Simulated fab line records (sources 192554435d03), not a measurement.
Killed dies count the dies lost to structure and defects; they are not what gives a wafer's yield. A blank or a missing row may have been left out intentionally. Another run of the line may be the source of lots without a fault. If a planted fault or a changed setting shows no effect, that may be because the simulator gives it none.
Problem report in the 8D (eight disciplines) form, filled by code    flow n5Finfet    the parts of the form that need people (team, actions taken, sign-off) are left out

== 1. WHAT WENT WRONG ==
killed_at_M4_up at N5_PASSIVATION_PROBE_49 reads a mean of 147 on 6 wafers of 2 lots; wafers without a fault read 13 with a standard deviation of 5.4. Relative to the usual mean, that is a shift of +25 standard deviations.
First seen on wafer L652.1, day 13 23:56, on prober-01. At this step, 6 wafers from 2 lots have a number in the record. By rule, "out" or "out of limits" means more than 4 standard deviations away from the usual mean. Any other wafer with a number is counted as sound.

== 2. WHAT THIS IS AND IS NOT ==
question                     is                                                                                             is not
which readings at this step  killed_at_M4_up, defectLimitedYield, killedDies, sort_bin_5_function, sortNPass, sortYieldPct  killed_at_M0_to_M3, killedAtContacts, killedAtFrontEnd, killedAtOther, killedOpen, killedShort, sort_bin_8_speed
which lots                   L652, L653                                                                                     -
which wafers of those lots   all that have a number                                                                         -
read on which tools          prober-01                                                                                      -
when                         from day 13 23:56                                                                              up to then (0 sound wafers)

== 3. THE SUSPECTS, EACH WITH WHAT RULES IT OUT ==
Counting: a tool stays on the suspect list if, at a process step up to the reading, it processed all lots that are out and no sound lot following the first of them.
- rieDiel-01 at N5_BEOL_M11_STRIP_36 (strips in N2/H2): kept. It ran every lot that is out, first L652 (day 12 06:31), and no sound lot after that.
- prober-01 at N5_PASSIVATION_PROBE_49: kept. It ran every lot that is out, first L652 (day 13 23:56), and no sound lot after that. Its own defectLimitedYield, killed_at_M4_up, killedDies, sort_bin_5_function, sortNPass, sortYieldPct readings are out on those wafers.
Remaining after the count are rieDiel-01 at N5_BEOL_M11_STRIP_36 and prober-01 at N5_PASSIVATION_PROBE_49.

== 4. THE CAUSE (what the simulator had put in) ==
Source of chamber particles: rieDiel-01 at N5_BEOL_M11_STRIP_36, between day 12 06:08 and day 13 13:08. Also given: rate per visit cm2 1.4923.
2 suspects survive the count, and this tool is in that group.

== 5. THE CHAIN OF EFFECTS, in route order ==
Rows list readings where the struck wafers' mean (over those with a number) sits beyond 3 standard deviations from the usual. Readings are gone through only where the record gives a usual standard deviation; hours: the median, over the lots, of the time from a lot's start at the first step in this table giving one to that lot's start at this step; sigmas: the change measured in usual standard deviations.
hours  step                     reading              usual   on struck wafers  change  sigmas
0      N5_PASSIVATION_PROBE_49  defectLimitedYield   91.3 %  79.8              -11.5   -8.2
0      N5_PASSIVATION_PROBE_49  killed_at_M4_up      13      147               +134    +25
0      N5_PASSIVATION_PROBE_49  killedDies           103     238               +135    +8.4
0      N5_PASSIVATION_PROBE_49  sort_bin_5_function  5.1 %   12.5              +7.4    +8.0
0      N5_PASSIVATION_PROBE_49  sortNPass            1077    942               -135    -7.9
0      N5_PASSIVATION_PROBE_49  sortYieldPct         91.2 %  79.8              -11.4   -8.1
Here are the process steps it includes:
- N5_PASSIVATION_PROBE_49

== 6. HOW IT WOULD HAVE BEEN CAUGHT EARLIER ==
42 hours passed between the start of the fault at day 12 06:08 and the first reading out of limits in this record, taken at day 13 23:56.
Of the tool readings at N5_BEOL_M11_STRIP_36 for which the record gives a usual standard deviation, none was out on any struck wafer, so an alarm limit of 4 standard deviations on them would not have fired.
The start of N5_BEOL_M11_STRIP_36 on rieDiel-01 came by day 13 23:56 for every one of the lots that are out (2). Had the tool been put on hold then, not one of them would have been saved.
